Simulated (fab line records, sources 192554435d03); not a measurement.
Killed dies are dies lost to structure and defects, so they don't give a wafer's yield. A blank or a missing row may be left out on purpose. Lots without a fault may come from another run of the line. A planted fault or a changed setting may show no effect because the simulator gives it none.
Problem report in the 8D (eight disciplines) form, filled by code | flow n5_finfet | the parts of the form that need people (team, actions taken, sign-off) are left out

1. THE PROBLEM
cd_nm at N5_PASSIVATION_CD_MEAS_44 reads a mean of 40046 nm on 2 wafers of 2 lots; wafers without a fault read 39999 nm with a standard deviation of 7.2. That is +6.5 standard deviations from the usual mean.
The step: target cd 40000 nm.
First seen on wafer L308.6, day 16 17:34, on cd_sem-02. The record holds 16 wafers of 6 lots with a number at this step. Rule for "out", or "out of limits": more than 4 standard deviations from the usual mean. The other wafers with a number count as sound.

2. WHAT IT IS AND WHAT IT IS NOT
question                    | is                   | is not
which readings at this step | cd_nm                | -
which lots                  | L307, L308           | L296, L297, L310, L318
which wafers of those lots  | L307.2, L308.6       | L307.4, L308.3
read on which gauges        | cd_sem-02, cd_sem-03 | cd_sem-01
when                        | from day 16 17:34    | up to then (7 sound wafers); but 7 sound wafers of L307, L310, L318 came after

3. SUSPECTS, AND WHAT RULES EACH OUT
Counting: a tool at a process step up to the reading stays a suspect if it ran every lot that is out. Sound lots after the first of them don't rule it out here, since some wafers of a struck lot are sound.
- the gauge at N5_PASSIVATION_CD_MEAS_44: ruled out. The wafers that are out were read on 2 gauges (cd_sem-02, cd_sem-03).
- rie_metal-03 at N5_PASSIVATION_AL_ETCH_33 (etches Al in Cl2/BCl3, stops on TaN, target depth 2800 nm, time 466.7 s): kept. It ran every lot that is out, first L308 (day 16 16:08).
- rie_metal-03 at N5_PASSIVATION_ETCH_59 (etches TaN in Cl2/BCl3, target depth 65 nm, time 34.9 s): kept. It ran every lot that is out, first L308 (day 16 16:26).
- krf_scanner-01 at N5_PASSIVATION_EXPOSE_41 (exposes mask PASS OPEN, defocus 0 nm, target cd 40000 nm): kept. It ran every lot that is out, first L308 (day 16 17:24); its last sound lot up to then is L296 (day 12 18:49).
Left after counting: rie_metal-03 at N5_PASSIVATION_AL_ETCH_33, rie_metal-03 at N5_PASSIVATION_ETCH_59, krf_scanner-01 at N5_PASSIVATION_EXPOSE_41.

4. THE CAUSE (what the simulator had put in)
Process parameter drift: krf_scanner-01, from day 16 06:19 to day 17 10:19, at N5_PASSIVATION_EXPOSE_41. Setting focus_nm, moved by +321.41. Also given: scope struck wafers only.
Counting left 3 suspects, and this tool is among them.

5. THE CHAIN OF EFFECTS, in route order
Each row: a reading whose mean over the struck wafers that have a number lies more than 3 standard deviations from the usual. Only readings for which the record gives a usual standard deviation are gone through. hours: the time from each lot's start at the first step in this table that gives one to its start at this step, as a median over the lots. sigmas: the change in usual standard deviations.
hours | step                      | reading | usual    | on struck wafers | change | sigmas
0     | N5_PASSIVATION_CD_MEAS_44 | cd_nm   | 39999 nm | 40046            | +46    | +6.5
Later measuring or inspecting steps at which every struck wafer that the step has a row for has a number for every such reading, and none has moved that far: N5_PASSIVATION_OVL_MEAS_66.

6. WHAT WOULD HAVE CAUGHT IT SOONER
In this record the first reading out of limits at a measuring or inspecting step was taken at day 16 17:34, 11 hours after the fault began at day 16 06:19.
Of the lots that are out (2), L307 began N5_PASSIVATION_EXPOSE_41 on krf_scanner-01 after day 16 17:34. A hold on the tool at that time would have spared it.
